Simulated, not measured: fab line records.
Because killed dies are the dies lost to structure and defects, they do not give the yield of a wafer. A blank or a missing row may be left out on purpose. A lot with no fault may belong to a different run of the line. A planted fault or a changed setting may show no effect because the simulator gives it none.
Which tool did it? | flow n5 finfet | 10 lots (27 wafers sampled), 1 step of a 1938-step route

WHAT THE GAUGES READ, wafer by wafer
N5_BEOL_M4_RC_MEAS_101. Usual: DIBL_N 36.5 mV/V, standard deviation 2.2; DIBL_P 36.9 mV/V, standard deviation 2.9; IOFF_N 0.17 nA/um, standard deviation 0.044; IOFF_P 0.22 nA/um, standard deviation 0.052; ION_N 671 uA/um, standard deviation 16; ION_P 461 uA/um, standard deviation 10; SS_N 71.6 mV/dec, standard deviation 0.73; SS_P 73.5 mV/dec, standard deviation 0.79; VT_N 250 mV, standard deviation 4.1; VT_P -250 mV, standard deviation 4.1.
lot  | measured     | on        | DIBL_N (mV/V)  | DIBL_P (mV/V)  | IOFF_N (nA/um) | IOFF_P (nA/um) | ION_N (uA/um) | ION_P (uA/um) | SS_N (mV/dec)  | SS_P (mV/dec)  | VT_N (mV)   | VT_P (mV)      | flag
L186 | day 8 10:38  | prober-01 | 34.2 35.1 32.4 | 34.7 37.1 30.0 | 0.12 0.13 0.09 | 0.16 0.19 0.10 | 667 674 647   | 455 463 440   | 70.9 71.0 70.4 | 72.1 72.9 71.1 | 253 252 260 | -255 -254 -262 |
L188 | day 9 11:28  | prober-01 | 34.2 37.0 35.7 | 34.5 38.1 37.1 | 0.11 0.16 0.13 | 0.18 0.22 0.21 | 655 655 668   | 451 448 463   | 71.1 72.2 71.2 | 72.1 73.3 72.9 | 258 250 252 | -254 -252 -251 |
L195 | day 10 18:16 | prober-01 | 38.5 42.5 39.5 | 37.3 43.5 39.5 | 0.19 0.31 0.23 | 0.25 0.40 0.30 | 694 705 695   | 466 483 477   | 72.3 72.5 72.6 | 73.6 75.3 73.9 | 247 241 247 | -248 -241 -245 |
L198 | day 11 18:34 | prober-02 | 33.5 39.3 37.1 | 34.2 41.0 38.5 | 0.13 0.25 0.20 | 0.19 0.31 0.26 | 665 704 674   | 461 475 464   | 71.0 73.0 72.0 | 72.3 73.9 73.7 | 251 246 246 | -248 -243 -246 |
L200 | day 12 04:34 | prober-02 | 37.9 35.5 36.0 | 38.3 35.7 36.9 | 0.17 0.13 0.14 | 0.21 0.18 0.20 | 665 670 668   | 449 458 454   | 72.2 71.1 71.4 | 73.9 73.5 73.4 | 251 252 254 | -253 -253 -252 |
L203 | day 13 02:46 | prober-02 | 34.6 38.4 37.3 | 35.2 41.1 39.9 | 0.13 0.23 0.18 | 0.19 0.30 0.30 | 662 700 656   | 461 477 459   | 71.6 71.5 71.9 | 72.9 74.3 74.1 | 252 240 248 | -250 -246 -244 |
L206 | day 14 03:44 | prober-02 | 35.1 40.6      | 34.2 41.2      | 0.16 0.31      | 0.24 0.38      | 682 707       | 478 487       | 71.1 72.5      | 72.9 74.8      | 251 241     | -243 -238      |
L208 | day 14 05:49 | prober-01 | 35.3 38.1 37.8 | 35.5 38.7 39.4 | 0.14 0.18 0.17 | 0.18 0.23 0.25 | 666 674 668   | 461 463 461   | 70.9 71.7 71.4 | 73.1 74.3 74.4 | 250 247 248 | -252 -249 -252 |
L207 | day 14 06:13 | prober-02 | 38.1 36.0      | 37.4 34.1      | 0.16 0.12      | 0.24 0.16      | 648 654       | 447 448       | 71.6 71.5      | 74.0 72.8      | 252 256     | -250 -254      |
L209 | day 15 04:48 | prober-01 | 40.2 42.3      | 42.9 44.0      | 0.23 0.28      | 0.29 0.33      | 669 702       | 456 471       | 72.3 73.4      | 74.7 75.0      | 248 242     | -247 -243      |

TOOL THAT RAN EACH LOT (tool first, then ch and the chambers of the sampled wafers, then the start)
Record: no process step prior to these readings.

AS READ BY THE TOOLS THEMSELVES (means over the sampled wafers that have a number; for cases with no such wafer, the mark the record gives instead)
The record holds no such reading with a usual standard deviation.

THE ANSWER, worked out from the rows above alone
Rule: lot off if the mean of its wafers having a number is beyond 3 standard deviations from the usual mean. Also off: a lot with no number at a reading for which 4 or more lots have one. The other lots that the step has rows for count as sound. First the gauges in route order, then the tools' own readings, where a lot's mean is used as printed above. The first step at which some lot is off is used, and at that step the reading that is off furthest; a lot without a number counts as furthest.
No lot is off at any reading shown: from this, nothing can be told.

WHAT THE SIMULATOR PUT IN
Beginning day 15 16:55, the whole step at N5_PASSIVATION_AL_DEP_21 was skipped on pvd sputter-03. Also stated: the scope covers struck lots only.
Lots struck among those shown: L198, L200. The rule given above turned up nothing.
